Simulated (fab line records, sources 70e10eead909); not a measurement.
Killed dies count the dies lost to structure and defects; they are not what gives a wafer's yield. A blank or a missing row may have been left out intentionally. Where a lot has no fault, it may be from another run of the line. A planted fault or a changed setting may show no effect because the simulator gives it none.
The tool behind it: which one? :: flow nandHarc :: Sampling: 12 lots, 36 wafers, 6 of 1159 route steps

== WHAT THE GAUGES SHOWED, per wafer ==
NHARC_A_M1_CD_MEAS_09: target cd 120 nm.
lot: L377
measured: day 17 22:58
on: cdSem-02
cdNm (nm): 120.9 120.3 120.2

lot: L380
measured: day 18 01:59
on: cdSem-01
cdNm (nm): 120.0 120.5 120.3

lot: L381
measured: day 19 03:48
on: cdSem-01
cdNm (nm): 117.0 118.7 119.4

lot: L382
measured: day 19 04:43
on: cdSem-02
cdNm (nm): 119.8 116.6 119.6

lot: L392
measured: day 21 07:50
on: cdSem-02
cdNm (nm): 121.2 120.3 121.1

lot: L393
measured: day 22 06:40
on: cdSem-03
cdNm (nm): 119.9 119.8 119.5

lot: L396
measured: day 22 06:54
on: cdSem-01
cdNm (nm): 120.7 119.6 120.2

lot: L397
measured: day 22 21:48
on: cdSem-01
cdNm (nm): 120.1 119.5 120.5

lot: L395
measured: day 22 23:08
on: cdSem-03
cdNm (nm): 120.7 120.0 120.2

lot: L398
measured: day 23 01:05
on: cdSem-01
cdNm (nm): 120.6 120.3 120.5

lot: L399
measured: day 23 13:55
on: cdSem-01
cdNm (nm): 120.0 119.6 120.0

lot: L400
measured: day 23 17:43
on: cdSem-03
cdNm (nm): 119.9 120.3 120.5

NHARC_END_SORT_01.
lot: L392
measured: day 22 23:41
on: prober-02
defectLimitedYield (%): 92.5 93.5 92.0
killedAtArray: 45 34 47
killedAtOther: 0 0 0
killedAtPeriphery: 6 10 7
killedDies: 51 44 54
killedOpen: 2 0 2
killedShort: 2 1 4
sort_bin_2_pct (%): 2.5 1.6 1.6
sort_bin_3_pct (%): 0.30 0.30 0.74
sort_bin_4_pct (%): 4.7 4.6 5.6
sortNPass: 626 633 623
sortRimYieldPct (%): 96.2 87.7 96.2
sortYieldPct (%): 92.5 93.5 92.0

lot: L393
measured: day 23 19:59
on: prober-02
defectLimitedYield (%): 95.1 94.8 95.3
killedAtArray: 29 28 25
killedAtOther: 1 1 0
killedAtPeriphery: 3 6 7
killedDies: 33 35 32
killedOpen: 7 7 2
killedShort: 2 2 2
sort_bin_2_pct (%): 1.8 0.9 1.6
sort_bin_3_pct (%): 0.74 0 0
sort_bin_4_pct (%): 2.4 4.3 3.1
sortNPass: 644 642 645
sortRimYieldPct (%): 96.2 97.2 97.2
sortYieldPct (%): 95.1 94.8 95.3

lot: L400
measured: day 25 09:25
on: prober-01
defectLimitedYield (%): 95.6 95.4 96.3
killedAtArray: 23 22 17
killedAtOther: 0 0 0
killedAtPeriphery: 7 9 8
killedDies: 30 31 25
killedOpen: 3 3 4
killedShort: 3 5 2
sort_bin_2_pct (%): 1.2 1.5 1.2
sort_bin_3_pct (%): 0.30 0.15 0.44
sort_bin_4_pct (%): 3.0 3.0 2.1
sortNPass: 647 646 652
sortRimYieldPct (%): 94.3 98.1 90.6
sortYieldPct (%): 95.6 95.4 96.3

== TOOL THAT RAN EACH LOT (tool first, then ch and the chambers of the sampled wafers, then the start) ==
lot: L377
NHARC_A_M0_PRE_CLEAN_29: pvdSputter-01, day 17 21:30 or earlier
NHARC_A_M0_PRE_CLEAN_31: pecvd-01 ch 0,1, day 17 21:30
NHARC_A_M1_PEB_07: lithoTrack-01 ch 0, day 17 22:53
NHARC_A_M1_ETCH_35: rieDiel-03 ch 0,1,3, day 17 23:15

lot: L380
NHARC_A_M0_PRE_CLEAN_29: pvdSputter-02, day 18 00:40 or earlier
NHARC_A_M0_PRE_CLEAN_31: pecvd-02 ch 0,1,2, day 18 00:40
NHARC_A_M1_PEB_07: lithoTrack-06 ch 0, day 18 01:55
NHARC_A_M1_ETCH_35: rieDiel-13 ch 0,1,2, day 18 02:16

lot: L381
NHARC_A_M0_PRE_CLEAN_29: pvdSputter-02, day 19 02:30 or earlier
NHARC_A_M0_PRE_CLEAN_31: pecvd-02 ch 0,1,2, day 19 02:30
NHARC_A_M1_PEB_07: lithoTrack-06 ch 0, day 19 03:43
NHARC_A_M1_ETCH_35: rieDiel-01 ch 1,2,3, day 19 04:04

lot: L382
NHARC_A_M0_PRE_CLEAN_29: pvdSputter-01, day 19 03:31 or earlier
NHARC_A_M0_PRE_CLEAN_31: pecvd-02 ch 0,1, day 19 03:31
NHARC_A_M1_PEB_07: lithoTrack-06 ch 0, day 19 04:38
NHARC_A_M1_ETCH_35: rieDiel-13 ch 0,2,3, day 19 05:01

lot: L392
NHARC_A_M0_PRE_CLEAN_29: pvdSputter-01, day 21 06:07 or earlier
NHARC_A_M0_PRE_CLEAN_31: pecvd-01 ch 0,1,2, day 21 06:07
NHARC_A_M1_PEB_07: lithoTrack-01 ch 0, day 21 07:46
NHARC_A_M1_ETCH_35: rieDiel-01 ch 0,1,3, day 21 08:07

lot: L393
NHARC_A_M0_PRE_CLEAN_29: pvdSputter-02, day 22 05:16 or earlier
NHARC_A_M0_PRE_CLEAN_31: pecvd-02 ch 0,2, day 22 05:16
NHARC_A_M1_PEB_07: lithoTrack-01 ch 0, day 22 06:34
NHARC_A_M1_ETCH_35: rieDiel-03 ch 1,2,3, day 22 06:55

lot: L396
NHARC_A_M0_PRE_CLEAN_29: pvdSputter-01, day 22 05:20 or earlier
NHARC_A_M0_PRE_CLEAN_31: pecvd-01 ch 1,2, day 22 05:20
NHARC_A_M1_PEB_07: lithoTrack-01 ch 0, day 22 06:49
NHARC_A_M1_ETCH_35: rieDiel-01 ch 1,3, day 22 07:11

lot: L397
NHARC_A_M0_PRE_CLEAN_29: pvdSputter-03, day 22 20:29 or earlier
NHARC_A_M0_PRE_CLEAN_31: pecvd-01 ch 0,1,2, day 22 20:29
NHARC_A_M1_PEB_07: lithoTrack-04 ch 0, day 22 21:43
NHARC_A_M1_ETCH_35: rieDiel-13 ch 1,2,3, day 22 22:05

lot: L395
NHARC_A_M0_PRE_CLEAN_29: pvdSputter-03, day 22 21:50 or earlier
NHARC_A_M0_PRE_CLEAN_31: pecvd-04 ch 1,2, day 22 21:50
NHARC_A_M1_PEB_07: lithoTrack-01 ch 0, day 22 23:04
NHARC_A_M1_ETCH_35: rieDiel-01 ch 1,3, day 22 23:25

lot: L398
NHARC_A_M0_PRE_CLEAN_29: pvdSputter-01, day 22 23:46 or earlier
NHARC_A_M0_PRE_CLEAN_31: pecvd-04 ch 0,1,2, day 22 23:46
NHARC_A_M1_PEB_07: lithoTrack-06 ch 0, day 23 01:01
NHARC_A_M1_ETCH_35: rieDiel-03 ch 0,2,3, day 23 01:22

lot: L399
NHARC_A_M0_PRE_CLEAN_29: pvdSputter-03, day 23 12:19 or earlier
NHARC_A_M0_PRE_CLEAN_31: pecvd-02 ch 1,2, day 23 12:19
NHARC_A_M1_PEB_07: lithoTrack-06 ch 0, day 23 13:50
NHARC_A_M1_ETCH_35: rieDiel-03 ch 0,1,3, day 23 14:11

lot: L400
NHARC_A_M0_PRE_CLEAN_29: pvdSputter-02, day 23 16:22 or earlier
NHARC_A_M0_PRE_CLEAN_31: pecvd-01 ch 0,1, day 23 16:22
NHARC_A_M1_PEB_07: lithoTrack-01 ch 0, day 23 17:38
NHARC_A_M1_ETCH_35: rieDiel-13 ch 0,2,3, day 23 17:59
- NHARC_A_M0_PRE_CLEAN_29: time 30 s.
- NHARC_A_M0_PRE_CLEAN_31: time 12 s.
- NHARC_A_M1_PEB_07: peb time 65 s.
- NHARC_A_M1_ETCH_35: etches the open film in N2/H2, target depth 40 nm, overetch 12 nm, time 43.94 s.

== AS READ BY THE TOOLS THEMSELVES (means over the sampled wafers that have a number; for cases with no such wafer, the mark the record gives instead) ==
NHARC_A_M0_PRE_CLEAN_29.
lot: L377
tool: pvdSputter-01
heaterPowerW (W): 428

lot: L380
tool: pvdSputter-02
heaterPowerW (W): 414

lot: L381
tool: pvdSputter-02
heaterPowerW (W): 415

lot: L382
tool: pvdSputter-01
heaterPowerW (W): 450

lot: L392
tool: pvdSputter-01
heaterPowerW (W): 413

lot: L393
tool: pvdSputter-02
heaterPowerW (W): 413

lot: L396
tool: pvdSputter-01
heaterPowerW (W): 430

lot: L397
tool: pvdSputter-03
heaterPowerW (W): 415

lot: L395
tool: pvdSputter-03
heaterPowerW (W): 401

lot: L398
tool: pvdSputter-01
heaterPowerW (W): 425

lot: L399
tool: pvdSputter-03
heaterPowerW (W): 415

lot: L400
tool: pvdSputter-02
heaterPowerW (W): 428

NHARC_A_M0_PRE_CLEAN_31.
lot: L377
tool: pecvd-01
heaterPowerW (W): 594

lot: L380
tool: pecvd-02
heaterPowerW (W): 616

lot: L381
tool: pecvd-02
heaterPowerW (W): 680

lot: L382
tool: pecvd-02
heaterPowerW (W): 561

lot: L392
tool: pecvd-01
heaterPowerW (W): 667

lot: L393
tool: pecvd-02
heaterPowerW (W): 615

lot: L396
tool: pecvd-01
heaterPowerW (W): 602

lot: L397
tool: pecvd-01
heaterPowerW (W): 643

lot: L395
tool: pecvd-04
heaterPowerW (W): 579

lot: L398
tool: pecvd-04
heaterPowerW (W): 599

lot: L399
tool: pecvd-02
heaterPowerW (W): 668

lot: L400
tool: pecvd-01
heaterPowerW (W): 684

NHARC_A_M1_PEB_07.
lot: L377
tool: lithoTrack-01
heaterPowerTotalW (W): 157.1

lot: L380
tool: lithoTrack-06
heaterPowerTotalW (W): 156.6

lot: L381
tool: lithoTrack-06
heaterPowerTotalW (W): 158.6

lot: L382
tool: lithoTrack-06
heaterPowerTotalW (W): 158.7

lot: L392
tool: lithoTrack-01
heaterPowerTotalW (W): 156.4

lot: L393
tool: lithoTrack-01
heaterPowerTotalW (W): 156.4

lot: L396
tool: lithoTrack-01
heaterPowerTotalW (W): 156.9

lot: L397
tool: lithoTrack-04
heaterPowerTotalW (W): 156.9

lot: L395
tool: lithoTrack-01
heaterPowerTotalW (W): 156.4

lot: L398
tool: lithoTrack-06
heaterPowerTotalW (W): 156.7

lot: L399
tool: lithoTrack-06
heaterPowerTotalW (W): 156.9

lot: L400
tool: lithoTrack-01
heaterPowerTotalW (W): 157.1

NHARC_A_M1_ETCH_35.
lot: L377
tool: rieDiel-03
drypumpMotorCurrentA (A): 5.40
oesProductAu (a.u.): 0.995
rfVppV (V): 429.0
showerheadPlenumPTorr (Torr): 2.00
throttleValvePct (%): 14.172

lot: L380
tool: rieDiel-13
drypumpMotorCurrentA (A): 5.42
oesProductAu (a.u.): 1.005
rfVppV (V): 428.8
showerheadPlenumPTorr (Torr): 1.99
throttleValvePct (%): 14.174

lot: L381
tool: rieDiel-01
drypumpMotorCurrentA (A): 5.42
oesProductAu (a.u.): 0.981
rfVppV (V): 429.9
showerheadPlenumPTorr (Torr): 2.04
throttleValvePct (%): 14.177

lot: L382
tool: rieDiel-13
drypumpMotorCurrentA (A): 5.50
oesProductAu (a.u.): 0.996
rfVppV (V): 429.0
showerheadPlenumPTorr (Torr): 2.00
throttleValvePct (%): 14.173

lot: L392
tool: rieDiel-01
drypumpMotorCurrentA (A): 5.63
oesProductAu (a.u.): 0.994
rfVppV (V): 430.1
showerheadPlenumPTorr (Torr): 2.04
throttleValvePct (%): 14.173

lot: L393
tool: rieDiel-03
drypumpMotorCurrentA (A): 5.53
oesProductAu (a.u.): 0.998
rfVppV (V): 429.0
showerheadPlenumPTorr (Torr): 1.96
throttleValvePct (%): 14.173

lot: L396
tool: rieDiel-01
drypumpMotorCurrentA (A): 5.75
oesProductAu (a.u.): 0.993
rfVppV (V): 430.8
showerheadPlenumPTorr (Torr): 2.04
throttleValvePct (%): 14.177

lot: L397
tool: rieDiel-13
drypumpMotorCurrentA (A): 5.44
oesProductAu (a.u.): 1.003
rfVppV (V): 431.1
showerheadPlenumPTorr (Torr): 2.03
throttleValvePct (%): 14.175

lot: L395
tool: rieDiel-01
drypumpMotorCurrentA (A): 5.56
oesProductAu (a.u.): 0.999
rfVppV (V): 430.2
showerheadPlenumPTorr (Torr): 2.00
throttleValvePct (%): 14.165

lot: L398
tool: rieDiel-03
drypumpMotorCurrentA (A): 5.26
oesProductAu (a.u.): 0.993
rfVppV (V): 429.6
showerheadPlenumPTorr (Torr): 2.00
throttleValvePct (%): 14.172

lot: L399
tool: rieDiel-03
drypumpMotorCurrentA (A): 5.40
oesProductAu (a.u.): 1.001
rfVppV (V): 430.1
showerheadPlenumPTorr (Torr): 2.00
throttleValvePct (%): 14.171

lot: L400
tool: rieDiel-13
drypumpMotorCurrentA (A): 5.51
oesProductAu (a.u.): 1.007
rfVppV (V): 429.1
showerheadPlenumPTorr (Torr): 2.00
throttleValvePct (%): 14.174

== THE ANSWER, worked out from the rows above alone ==
Rule: the usual values come from the lots themselves. The widest of any qualifying gaps counts: lots, ordered by their means at a reading, are off when they make up no more than a third of the lots, leave a main group of 4 or more, and stand apart from it by 3 or more times the standard deviation of that group's means. If all means in a main group match to the digits the tables above print for the reading, that group is not used. Also off: a lot with no number at a reading for which 4 or more lots have one. Where the step has rows for the other lots, those lots are counted as sound. Order of review: gauges by route order, followed by the tools' own readings, for which a lot's mean as printed above is used. At the first step where some lot is off, the reading lying furthest off is the one used; lots without a number count as furthest.
Off, at NHARC_A_M1_CD_MEAS_09 on cdNm: L381, L382. Mean 120.2 nm and standard deviation 0.31 in the main group.
A tool fits if, at a process step before that reading, it ran every lot that is off, and no sound lot after the first of them. Not tried: the gauges at NHARC_A_M1_CD_MEAS_09; whatever is off there is also off at NHARC_A_M1_PEB_07, on other tools, and gauge error can't account for it. NHARC_A_M0_PRE_CLEAN_29: start missing for some lots; hours and lot order therefore follow NHARC_A_M0_PRE_CLEAN_31. None of those tried fits.

== WHAT THE SIMULATOR PUT IN ==
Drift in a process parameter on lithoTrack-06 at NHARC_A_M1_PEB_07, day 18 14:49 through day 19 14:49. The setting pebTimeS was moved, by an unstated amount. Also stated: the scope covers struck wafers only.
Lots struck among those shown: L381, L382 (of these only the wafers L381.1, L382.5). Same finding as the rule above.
